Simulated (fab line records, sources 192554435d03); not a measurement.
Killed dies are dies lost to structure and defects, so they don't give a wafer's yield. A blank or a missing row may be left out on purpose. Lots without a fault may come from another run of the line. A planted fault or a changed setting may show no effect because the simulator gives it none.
fab line records | flow n5_finfet
record lots=7 wafers=21
route steps=1938 shown BEOL_M9@1417 BEOL_M11@1539 BEOL_M13@1665 BEOL_M14@1722
start_h: hours from the record's first day to the start of the lot's first wafer shown | wait_h: hours since the lot's step before | " the same as in the row above | L1.1+2: a row that stands for several wafers | - no value, or no start given | * or withheld: withheld | < > ~ a bound
route shown NAME@n: a module of which the file shows steps, and the number in the route of the first | usual: mean/standard deviation of fault-free wafers | same: alike in all rows | chamber/n: place in a boat | sites: the reading at each site | _std_site: their standard deviation | _edge_site: outer sites' mean less inner sites' | radius_mm: how far each site lies from the wafer's centre | mask NAME#n: copy n | behind: the tool/chamber that last shaped the wafer | hold: why the lot was held/for how many hours/how that ended | device: the transistor (n, p or np) that didn't switch | end of line: the same wafers' tests at the end of the route | a step without rows: its recipe alone | killed: dies lost to structure and defects at the first sort, not the wafer's yield | map: a wafer's dies, x killed, . not, _ none there
set.NAME: the setting as run; set.NAME@STEP: as run at that earlier step | model.NAME: the simulator's own value behind a step, which no gauge read
lots whose settings were changed on purpose; a table a step, a row a wafer
## steps
# step N5_BEOL_M9_DESCUM_16
# recipe chemistry=O2 time_s=7.9 source_power_w=50 bias_power_w=20 pressure_mtorr=20 rf_frequency_hz=2.712e+07 temp_c=40 resist=CAR-ArF o2_flow_sccm=225
# columns lot.wafer tool chamber start_h wait_h set.time_s
L077.2 rie_diel-01 2 248.15 1.0 6.361
L077.3+4 " 1 " " 7.9
L079.2+5+6 rie_diel-01 2,1,2 251.93 0.7 7.9
L078.1+2+6 rie_diel-01 1,0,2 252.18 0.8 7.9
L080.3+4+5 rie_diel-01 1,0,3 256.10 0.6 7.9
L083.2+3+5 rie_diel-04 3,1,3 278.18 0.0 8.623
L084.1+2+4 rie_diel-01 0,2,1 290.05 0.3 7.9
L085.2+5 rie_diel-03 0,2 307.37 0.0 8.737
L085.6 " 1 " " 7.9
# step N5_BEOL_M9_ETCH_61
# recipe chemistry=CF4 target=SiARC target_depth_a=390 mask_material=CAR-ArF time_s=65 ion_energy_ev=80 pressure_mtorr=40 source_w=545 bias_w=36 Ar_flow_sccm=100 cf4_flow_sccm=100 ends=cleared
# columns lot.wafer tool chamber start_h wait_h set.spin_rpm@BEOL_M9_COAT_60 model.CAR-ArF_of_BEOL_M9_COAT_05.thk_nm model.etch.depth_nm
L077.2 rie_diel-01 2 248.19 0.0 1500 56.4 30.17
L077.3 " 1 " " 1377 54.2 31.49
L077.4 " 1 " " 1500 55.6 30.14
L079.2 rie_diel-01 2 251.97 0.0 1334 53.8 31.93
L079.5 " 1 " " 1334 53.6 31.97
L079.6 " 2 " " 1500 55 30.08
L078.1 rie_diel-01 1 252.22 0.0 1500 55.6 30.04
L078.2 " 0 " " 1500 55.6 30.05
L078.6 " 2 " " 1500 55.8 30.07
L080.3 rie_diel-01 1 256.14 0.0 1500 55.8 30.05
L080.4 " 0 " " 1346 54.2 31.7
L080.5 " 3 " " 1500 55.8 30.04
L083.2 rie_diel-04 3 278.21 0.0 1500 55 30.01
L083.3 " 1 " " 1500 54.8 30.03
L083.5 " 3 " " 1500 55.2 30.09
L084.1 rie_diel-01 0 290.08 0.0 1416 55 30.91
L084.2 " 2 " " 1500 55.6 30
L084.4 " 1 " " 1416 54.8 30.88
L085.2 rie_diel-03 0 307.40 0.0 1500 55.2 30.04
L085.5 " 2 " " 1575 55.6 29.33
L085.6 " 1 " " 1500 55.8 30.07
# step N5_BEOL_M9_TRENCH_ETCH_37
# recipe chemistry=C4F6/O2 target_depth_a=1514.3 target=SiCOH_lowk time_s=49 ion_energy_ev=250 pressure_mtorr=30 source_w=345 bias_w=185 Ar_flow_sccm=300 C4F6_flow_sccm=10 O2_flow_sccm=10
# usual rf_vpp_V=672/18
# columns lot.wafer tool chamber start_h wait_h set.source_w rf_vpp_V
L077.2 rie_diel-01 0 - - 345 691
L077.3 " 2 " " 345 701
L077.4 " 0 " " 392.6 648
L079.2 rie_diel-01 0 - - 345 693
L079.5 " 2 " " 345 700
L079.6 " 0 " " 345 692
L078.1 rie_diel-04 1 - - 345 677
L078.2 " 3 " " 345 657
L078.6 " 2 " " 345 644
L080.3 rie_diel-01 3 - - 345 649
L080.4 " 1 " " 345 672
L080.5 " 1 " " 345 670
L083.2 rie_diel-04 2 - - 345 645
L083.3 " 1 " " 296.8 732
L083.5 " 1 " " 296.8 733
L084.1 rie_diel-03 3 - - 345 665
L084.2 " 1 " " 345 674
L084.4 " 2 " " 345 655
L085.2 rie_diel-04 0 - - 309.1 717
L085.5 " 1 " " 345 678
L085.6 " 3 " " 309.1 696
# step N5_BEOL_M11_PECVD_70
# recipe material=SiO2 target_thk_a=200 temp_c=400 precursor=TEOS/O2 pressure_torr=5.5 rf_w=450 teos_flow_sccm=53.8 gas=O2 flow_sccm=3000 time_s=22.7
# columns lot.wafer tool chamber start_h wait_h set.temp_c model.SiO2_of_BEOL_M11_PECVD_70.thk_nm
L077.2 pecvd-01 0 265.48 0.0 400 20.2
L077.3+4 " 1,2 " " 400 20
L079.2 pecvd-01 1 267.39 0.0 400 20
L079.5 " 2 " " 400 19.8
L079.6 " 0 " " 400 20.2
L078.1+2 pecvd-04 0,1 268.17 0.0 400 20.2
L078.6 " 0 " " 400 20.4
L080.3 pecvd-01 2 269.42 0.0 404.6 19.4
L080.4 " 0 " " 400 20.4
L080.5 " 2 " " 400 20.2
L083.2 pecvd-04 2 294.84 0.0 412.3 18
L083.3 " 0 " " 400 19.4
L083.5 " 1 " " 400 20.2
L084.1+2 pecvd-01 0,2 305.88 0.0 400 19.8
L084.4 " 1 " " 407.2 19.2
L085.2+6 pecvd-01 0,2 325.02 0.0 400 19.6
L085.5 " 1 " " 400 19.8
# step N5_BEOL_M11_EXPOSE_08
# recipe mask_id=M11 na=1.35 source_shape=dipole sigma_inner=0.411 sigma_outer=0.611 polarization=te dose_mj=53.75
# columns lot.wafer tool chamber start_h wait_h mask set.dose_mj
L077.2 arfi_scanner-01 0 266.57 - M11#0 53.75
L077.3+4 " 0 " " M11#0 57.12
L079.2+5 arfi_scanner-03 0 267.83 - M11#0 51.96
L079.6 " 0 " " M11#0 53.75
L078.1+2+6 arfi_scanner-03 0 270.00 - M11#0 53.75
L080.3 arfi_scanner-01 0 270.37 - M11#0 51.93
L080.4+5 " 0 " " M11#0 53.75
L083.2+3+5 arfi_scanner-02 0 296.53 - M11#0 53.75
L084.1+2 arfi_scanner-01 0 306.31 - M11#0 53.75
L084.4 " 0 " " M11#0 50.73
L085.2 arfi_scanner-02 0 330.34 - M11#0 51.11
L085.5+6 " 0 " " M11#0 53.75
# step N5_BEOL_M11_PEB_09
# recipe peb_temp_c=withheld peb_time_s=60 resist=CAR-ArF
# step N5_BEOL_M11_DEVELOP_10
# recipe develop_time_s=30 developer=TMAH resist=CAR-ArF rinse_liquid=diw dry=air_spin dev_temp_c=23
# step N5_BEOL_M11_CD_MEAS_11
# recipe target_cd_nm=64.1 landing_energy_ev=500 detector=se_inlens polarity=opening
# usual cd_nm=63.9/0.64
# columns lot.wafer tool chamber start_h wait_h set.dose_mj@BEOL_M11_EXPOSE_08 cd_nm
L077.2 cd_sem-01 0 266.69 - 53.75 63.3
L077.3 " 0 " " 57.12 66.7
L077.4 " 0 " " 57.12 67.3
L079.2 cd_sem-02 0 267.95 - 51.96 63.1
L079.5 " 0 " " 51.96 63.1
L079.6 " 0 " " 53.75 65.0
L078.1 cd_sem-02 0 270.13 - 53.75 63.7
L078.2 " 0 " " 53.75 64.6
L078.6 " 0 " " 53.75 64.2
L080.3 cd_sem-02 0 270.49 - 51.93 60.8
L080.4 " 0 " " 53.75 63.9
L080.5 " 0 " " 53.75 64.3
L083.2 cd_sem-01 0 296.65 - 53.75 64.3
L083.3 " 0 " " 53.75 62.9
L083.5 " 0 " " 53.75 63.6
L084.1 cd_sem-01 0 306.44 - 53.75 63.5
L084.2 " 0 " " 53.75 63.8
L084.4 " 0 " " 50.73 60.9
L085.2 cd_sem-02 0 330.47 - 51.11 61.4
L085.5 " 0 " " 53.75 63.3
L085.6 " 0 " " 53.75 63.4
# step N5_BEOL_M11_DESCUM_16
# recipe chemistry=O2 time_s=7.9 source_power_w=50 bias_power_w=20 pressure_mtorr=20 rf_frequency_hz=2.712e+07 temp_c=40 resist=CAR-ArF o2_flow_sccm=225
# step N5_BEOL_M11_ETCH_61
# recipe chemistry=CF4 target=SiARC target_depth_a=390 mask_material=CAR-ArF time_s=65 ion_energy_ev=80 pressure_mtorr=40 source_w=545 bias_w=36 Ar_flow_sccm=100 cf4_flow_sccm=100 ends=cleared
# columns lot.wafer tool chamber start_h wait_h set.dose_mj@BEOL_M11_EXPOSE_08 model.BEOL_M11.cd_offset_nm
L077.2 rie_diel-01 1 266.97 0.0 53.75 -0.4
L077.3 " 3 " " 57.12 2.6
L077.4 " 0 " " 57.12 3.4
L079.2 rie_diel-04 0 268.45 0.0 51.96 -1
L079.5 " 0 " " 51.96 -1.2
L079.6 " 1 " " 53.75 0
L078.1+2+6 rie_diel-04 2,3,0 271.21 0.0 53.75 0
L080.3 rie_diel-04 0 271.50 0.0 51.93 -3.2
L080.4+5 " 3,1 " " 53.75 -0.4
L083.2 rie_diel-01 2 296.77 0.0 53.75 0.6
L083.3 " 3 " " 53.75 -0.8
L083.5 " 3 " " 53.75 -0.4
L084.1 rie_diel-03 2 306.63 0.0 53.75 -0.6
L084.2 " 1 " " 53.75 -0.2
L084.4 " 3 " " 50.73 -3.2
L085.2 rie_diel-01 3 331.26 0.0 51.11 -3
L085.5 " 3 " " 53.75 -0.8
L085.6 " 2 " " 53.75 -0.4
# step N5_BEOL_M11_ETCH_62
# recipe chemistry=N2/H2 target=SOC target_depth_a=1100 overetch_a=220 mask_material=SiARC temp_c=40 time_s=165 ion_energy_ev=200 pressure_mtorr=30 source_w=840 bias_w=150 n2_flow_sccm=200 h2_flow_sccm=200
# columns lot.wafer tool chamber start_h wait_h set.dose_mj@BEOL_M11_EXPOSE_08 model.BEOL_M11.cd_offset_nm
L077.2 rie_diel-01 1 267.02 0.0 53.75 -0.2
L077.3 " 3 " " 57.12 2.8
L077.4 " 0 " " 57.12 3.6
L079.2 rie_diel-04 0 268.50 0.0 51.96 -0.8
L079.5 " 0 " " 51.96 -1
L079.6 " 1 " " 53.75 -0.2
L078.1 rie_diel-04 2 271.26 0.0 53.75 -0.8
L078.2+6 " 3,0 " " 53.75 0.4
L080.3 rie_diel-04 0 271.55 0.0 51.93 -2.6
L080.4+5 " 3,1 " " 53.75 -0.2
L083.2 rie_diel-01 2 296.82 0.0 53.75 0.8
L083.3 " 3 " " 53.75 -0.2
L083.5 " 3 " " 53.75 0.4
L084.1 rie_diel-03 2 306.68 0.0 53.75 -0.6
L084.2 " 1 " " 53.75 0
L084.4 " 3 " " 50.73 -2.8
L085.2 rie_diel-01 3 331.31 0.0 51.11 -2.4
L085.5 " 3 " " 53.75 -0.4
L085.6 " 2 " " 53.75 0
# step N5_BEOL_M11_STRIP_68
# recipe chemistry=N2/H2 temp_c=40 n2_flow_sccm=200 h2_flow_sccm=200 rf_frequency_hz=6e+07
# step N5_BEOL_M11_STRIP_67
# recipe chemistry=CF4 resist=SiARC power_w=300 bias_power_w=75 pressure_mtorr=50 cf4_flow_sccm=150 rf_frequency_hz=6e+07
# step N5_BEOL_M11_HM_OPEN_17
# recipe chemistry=Cl2/BCl3 target_depth_a=200 overetch_a=60 target=TiN mask_material=SOC ion_energy_ev=150 pressure_mtorr=10 icp_w=1000 bias_w=126 Cl2_flow_sccm=53.25 bcl3_flow_sccm=21.75 Ar_flow_sccm=25
# columns lot.wafer tool chamber start_h wait_h set.dose_mj@BEOL_M11_EXPOSE_08 model.BEOL_M11.cd_offset_nm
L077.2 rie_metal-02 0 267.21 0.0 53.75 -0.4
L077.3 " 0 " " 57.12 2.6
L077.4 " 1 " " 57.12 3.4
L079.2 rie_metal-03 0 268.69 0.0 51.96 -0.8
L079.5 " 1 " " 51.96 -1.2
L079.6 " 0 " " 53.75 0
L078.1 rie_metal-03 1 271.45 0.0 53.75 -1
L078.2 " 0 " " 53.75 0.4
L078.6 " 1 " " 53.75 0.2
L080.3 rie_metal-01 0 271.80 0.1 51.93 -2.6
L080.4 " 0 " " 53.75 -0.2
L080.5 " 0 " " 53.75 -0.4
L083.2 rie_metal-01 0 297.01 0.0 53.75 0.8
L083.3 " 0 " " 53.75 -0.2
L083.5 " 1 " " 53.75 0.4
L084.1 rie_metal-01 1 306.87 0.0 53.75 -0.4
L084.2 " 0 " " 53.75 0
L084.4 " 0 " " 50.73 -2.8
L085.2 rie_metal-03 1 331.49 0.0 51.11 -2.6
L085.5 " 1 " " 53.75 -0.6
L085.6 " 0 " " 53.75 -0.2
# step N5_BEOL_M11_STRIP_19
# recipe chemistry=O2 power_w=400 temp_c=40 pressure_mtorr=30 rf_frequency_hz=6e+07 bias_power_w=0 overash_fraction=0.2 o2_flow_sccm=225
# step N5_BEOL_M11_CD_MEAS_18
# recipe pitch_nm=140 target_cd_nm=70
# usual cd_nm=69.8/0.7
# columns lot.wafer tool chamber start_h wait_h set.dose_mj@BEOL_M11_EXPOSE_08 cd_nm
L077.2 cd_sem-01 - 267.67 0.1 53.75 69.3
L077.3 " - " " 57.12 72.7
L077.4 " - " " 57.12 73.5
L079.2 cd_sem-02 - 268.87 0.1 51.96 69.0
L079.5 " - " " 51.96 68.9
L079.6 " - " " 53.75 69.9
L078.1 cd_sem-02 - 271.78 0.0 53.75 68.8
L078.2 " - " " 53.75 70.4
L078.6 " - " " 53.75 70.1
L080.3 cd_sem-02 - 272.12 0.1 51.93 67.3
L080.4 " - " " 53.75 70.2
L080.5 " - " " 53.75 69.4
L083.2 cd_sem-01 - 297.19 0.1 53.75 70.3
L083.3 " - " " 53.75 69.8
L083.5 " - " " 53.75 70.2
L084.1 cd_sem-01 - 307.06 0.0 53.75 69.6
L084.2 " - " " 53.75 70.1
L084.4 " - " " 50.73 67.2
L085.2 cd_sem-01 - 331.96 0.1 51.11 67.5
L085.5 " - " " 53.75 69.6
L085.6 " - " " 53.75 69.6
# step N5_BEOL_M11_COAT_63
# recipe resist=SOC temp_c=250 time_s=60 spin_rpm=1500 resist_thk_nm=100
# step N5_BEOL_M11_COAT_64
# recipe resist=SiARC temp_c=220 time_s=60 spin_rpm=1500 resist_thk_nm=30
# step N5_BEOL_M11_STRIP_77
# recipe chemistry=N2/H2 time_s=10 power_w=450 temp_c=40 pressure_mtorr=20 rf_frequency_hz=6e+07 bias_power_w=7 n2_flow_sccm=200 h2_flow_sccm=200
# step N5_BEOL_M11_HM_STRIP_39
# recipe chemistry=peroxide_tin_strip material=TiN target_depth_a=250 temp_c=50 time_s=158
# columns lot.wafer tool chamber start_h wait_h set.temp_c@BEOL_M11_PECVD_70 model.SiO2_of_BEOL_M11_PECVD_70.thk_nm
L077.2 wet_bench-03 2 270.02 0.0 400 20
L077.3+4 " 5,0 " " 400 19.8
L079.2 wet_bench-03 3 270.77 0.0 400 19.8
L079.5 " 6 " " 400 19.6
L079.6 " 0 " " 400 20
L078.1+2 wet_bench-03 1,6 273.03 0.0 400 20
L078.6 " 2 " " 400 20.4
L080.3 wet_bench-05 5 274.69 0.0 404.6 19.2
L080.4+5 " 7,6 " " 400 20.2
L083.2 wet_bench-01 1 301.55 0.0 412.3 17.8
L083.3 " 6 " " 400 19.4
L083.5 " 2 " " 400 20
L084.1+2 wet_bench-03 1,7 310.17 0.0 400 19.6
L084.4 " 0 " " 407.2 19
L085.2+6 wet_bench-01 3,2 333.84 0.0 400 19.4
L085.5 " 1 " " 400 19.6
# step N5_BEOL_M11_SRD_40
# recipe time_s=30 temp_c=23 rinse_liquid=diw dry=ipa_marangoni
# step N5_BEOL_M11_PRECLEAN_42
# recipe chemistry=residue_remover time_s=60 temp_c=40
# step N5_BEOL_M11_SRD_43
# recipe time_s=30 temp_c=23 rinse_liquid=diw dry=ipa_marangoni
# step N5_BEOL_M11_CD_MEAS_35
# recipe target_cd_nm=70 polarity=opening
# usual cd_nm=69.8/0.7
# columns lot.wafer tool chamber start_h wait_h set.dose_mj@BEOL_M11_EXPOSE_08 cd_nm
L077.2 cd_sem-01 - 270.15 0.0 53.75 69.5
L077.3 " - " " 57.12 72.7
L077.4 " - " " 57.12 73.8
L079.2 cd_sem-01 - 270.90 0.0 51.96 69.5
L079.5 " - " " 51.96 68.7
L079.6 " - " " 53.75 70.1
L078.1 cd_sem-01 - 273.16 0.0 53.75 69.1
L078.2 " - " " 53.75 70.3
L078.6 " - " " 53.75 70.1
L080.3 cd_sem-02 - 274.81 0.0 51.93 67.3
L080.4 " - " " 53.75 69.9
L080.5 " - " " 53.75 69.5
L083.2 cd_sem-01 - 301.67 0.0 53.75 70.6
L083.3 " - " " 53.75 70.1
L083.5 " - " " 53.75 70.6
L084.1 cd_sem-01 - 310.29 0.0 53.75 69.4
L084.2 " - " " 53.75 70.4
L084.4 " - " " 50.73 67.3
L085.2 cd_sem-02 - 333.97 0.0 51.11 67.5
L085.5 " - " " 53.75 69.7
L085.6 " - " " 53.75 69.8
# step N5_BEOL_M13_EXPOSE_07
# recipe mask_id=V12 na=0.93 source_shape=conventional sigma_outer=0.6 polarization=unpolarized attpsm_phase_deg=180 dose_mj=24.8
# columns lot.wafer tool chamber start_h wait_h mask set.dose_mj
L077.2 krf_scanner-01 0 278.21 - V12#0 22.96
L077.3+4 " 0 " " V12#0 24.8
L079.2+5+6 krf_scanner-01 0 279.66 - V12#0 24.8
L078.1+2+6 krf_scanner-02 0 285.43 - V12#0 24.8
L080.3+4 krf_scanner-02 0 286.18 - V12#0 25.31
L080.5 " 0 " " V12#0 24.8
L083.2+5 krf_scanner-02 0 312.40 - V12#0 25.88
L083.3 " 0 " " V12#0 24.8
L084.1+4 krf_scanner-01 0 316.81 - V12#0 24.8
L084.2 " 0 " " V12#0 23.35
L085.2 krf_scanner-01 0 342.78 - V12#0 25.45
L085.5+6 " 0 " " V12#0 24.8
# step N5_BEOL_M13_PEB_08
# recipe peb_temp_c=130 peb_time_s=90
# step N5_BEOL_M13_DEVELOP_09
# recipe develop_time_s=45 rinse_liquid=diw dry=air_spin dev_temp_c=21
# step N5_BEOL_M13_HARDBAKE_14
# recipe temp_c=130 time_s=120
# step N5_BEOL_M13_CD_MEAS_10
# recipe target_cd_nm=190 landing_energy_ev=500 detector=se_inlens polarity=opening
# usual cd_nm=188.5/1.5
# columns lot.wafer tool chamber start_h wait_h set.dose_mj@BEOL_M13_EXPOSE_07 cd_nm
L077.2 cd_sem-02 0 278.38 - 22.96 183.0
L077.3 " 0 " " 24.8 188.7
L077.4 " 0 " " 24.8 188.6
L079.2 cd_sem-01 0 279.83 - 24.8 186.3
L079.5 " 0 " " 24.8 189.9
L079.6 " 0 " " 24.8 190.1
L078.1 cd_sem-01 0 285.60 - 24.8 186.9
L078.2 " 0 " " 24.8 188.7
L078.6 " 0 " " 24.8 187.4
L080.3 cd_sem-01 0 286.34 - 25.31 188.1
L080.4 " 0 " " 25.31 189.4
L080.5 " 0 " " 24.8 185.9
L083.2 cd_sem-02 0 312.56 - 25.88 193.8
L083.3 " 0 " " 24.8 189.4
L083.5 " 0 " " 25.88 192.8
L084.1 cd_sem-01 0 316.98 - 24.8 187.4
L084.2 " 0 " " 23.35 179.9
L084.4 " 0 " " 24.8 186.8
L085.2 cd_sem-02 0 342.94 - 25.45 190.0
L085.5 " 0 " " 24.8 187.1
L085.6 " 0 " " 24.8 186.2
# step N5_BEOL_M14_EXPOSE_07
# recipe mask_id=V13 na=0.8 source_shape=annular sigma_inner=0.5 sigma_outer=0.8 polarization=unpolarized attpsm_phase_deg=180 dose_mj=57
# columns lot.wafer tool chamber start_h wait_h mask set.dose_mj
L077.2+3 krf_scanner-02 0 286.53 - V13#0 57
L077.4 " 0 " " V13#0 53.64
L079.2+5 krf_scanner-01 0 286.88 - V13#0 57
L079.6 " 0 " " V13#0 54.64
L078.1+2+6 krf_scanner-01 0 292.16 - V13#0 57
L080.3+4+5 krf_scanner-01 0 295.03 - V13#0 57
L083.2 krf_scanner-02 0 316.27 - V13#0 57
L083.3+5 " 0 " " V13#0 53.36
L084.1+2+4 krf_scanner-01 0 322.25 - V13#0 57
L085.2+6 krf_scanner-02 0 349.64 - V13#0 54.33
L085.5 " 0 " " V13#0 57
# step N5_BEOL_M14_PEB_08
# recipe peb_temp_c=130 peb_time_s=90
# step N5_BEOL_M14_DEVELOP_09
# recipe develop_time_s=45 rinse_liquid=diw dry=air_spin dev_temp_c=21
# step N5_BEOL_M14_HARDBAKE_14
# recipe temp_c=130 time_s=120
# step N5_BEOL_M14_CD_MEAS_10
# recipe target_cd_nm=250 landing_energy_ev=500 detector=se_inlens polarity=opening
# usual cd_nm=250.1/2.3
# columns lot.wafer tool chamber start_h wait_h set.dose_mj@BEOL_M14_EXPOSE_07 cd_nm
L077.2 cd_sem-02 0 286.70 - 57 254.3
L077.3 " 0 " " 57 253.9
L077.4 " 0 " " 53.64 236.6
L079.2 cd_sem-01 0 287.05 - 57 252.7
L079.5 " 0 " " 57 245.6
L079.6 " 0 " " 54.64 239.0
L078.1 cd_sem-02 0 292.34 - 57 250.9
L078.2 " 0 " " 57 251.1
L078.6 " 0 " " 57 250.5
L080.3 cd_sem-01 0 295.19 - 57 250.4
L080.4 " 0 " " 57 252.4
L080.5 " 0 " " 57 253.8
L083.2 cd_sem-02 0 316.44 - 57 252.2
L083.3 " 0 " " 53.36 237.2
L083.5 " 0 " " 53.36 241.0
L084.1 cd_sem-01 0 322.43 - 57 247.7
L084.2 " 0 " " 57 248.9
L084.4 " 0 " " 57 248.5
L085.2 cd_sem-02 0 349.81 - 54.33 243.8
L085.5 " 0 " " 57 248.7
L085.6 " 0 " " 54.33 240.2
## key
split step=N5_BEOL_M9_DESCUM_16 setting=time_s stated=7.9 by=wafer
response none clear
split step=N5_BEOL_M9_TRENCH_ETCH_37 setting=source_w stated=345 by=wafer
response step=N5_BEOL_M9_TRENCH_ETCH_37 reading=rf_vpp_V change=-4.41 per=1% r=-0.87
split step=N5_BEOL_M11_PECVD_70 setting=temp_c stated=400 by=wafer
response step=N5_BEOL_M11_PECVD_70 reading=model.SiO2_of_BEOL_M11_PECVD_70.thk_nm change=-0.546 per=1% r=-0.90
response step=N5_BEOL_M11_HM_STRIP_39 reading=model.SiO2_of_BEOL_M11_PECVD_70.thk_nm change=-0.576 per=1% r=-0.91
split step=N5_BEOL_M11_EXPOSE_08 setting=dose_mj stated=53.75 by=wafer
response step=N5_BEOL_M11_CD_MEAS_11 reading=cd_nm change=+0.556 per=1% r=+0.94
response step=N5_BEOL_M11_ETCH_61 reading=model.BEOL_M11.cd_offset_nm change=+0.527 per=1% r=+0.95
response step=N5_BEOL_M11_ETCH_62 reading=model.BEOL_M11.cd_offset_nm change=+0.482 per=1% r=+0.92
response step=N5_BEOL_M11_HM_OPEN_17 reading=model.BEOL_M11.cd_offset_nm change=+0.492 per=1% r=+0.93
response step=N5_BEOL_M11_CD_MEAS_18 reading=cd_nm change=+0.514 per=1% r=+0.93
response step=N5_BEOL_M11_CD_MEAS_35 reading=cd_nm change=+0.521 per=1% r=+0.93
split step=N5_BEOL_M13_EXPOSE_07 setting=dose_mj stated=24.8 by=wafer
response step=N5_BEOL_M13_CD_MEAS_10 reading=cd_nm change=+0.967 per=1% r=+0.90
split step=N5_BEOL_M14_EXPOSE_07 setting=dose_mj stated=57 by=wafer
response step=N5_BEOL_M14_CD_MEAS_10 reading=cd_nm change=+2.27 per=1% r=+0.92
split outside_this_file step=N5_BEOL_M9_COAT_60 setting=spin_rpm
# split outside_this_file: this setting was split too, and the file shows its column; the key of that split is in another file
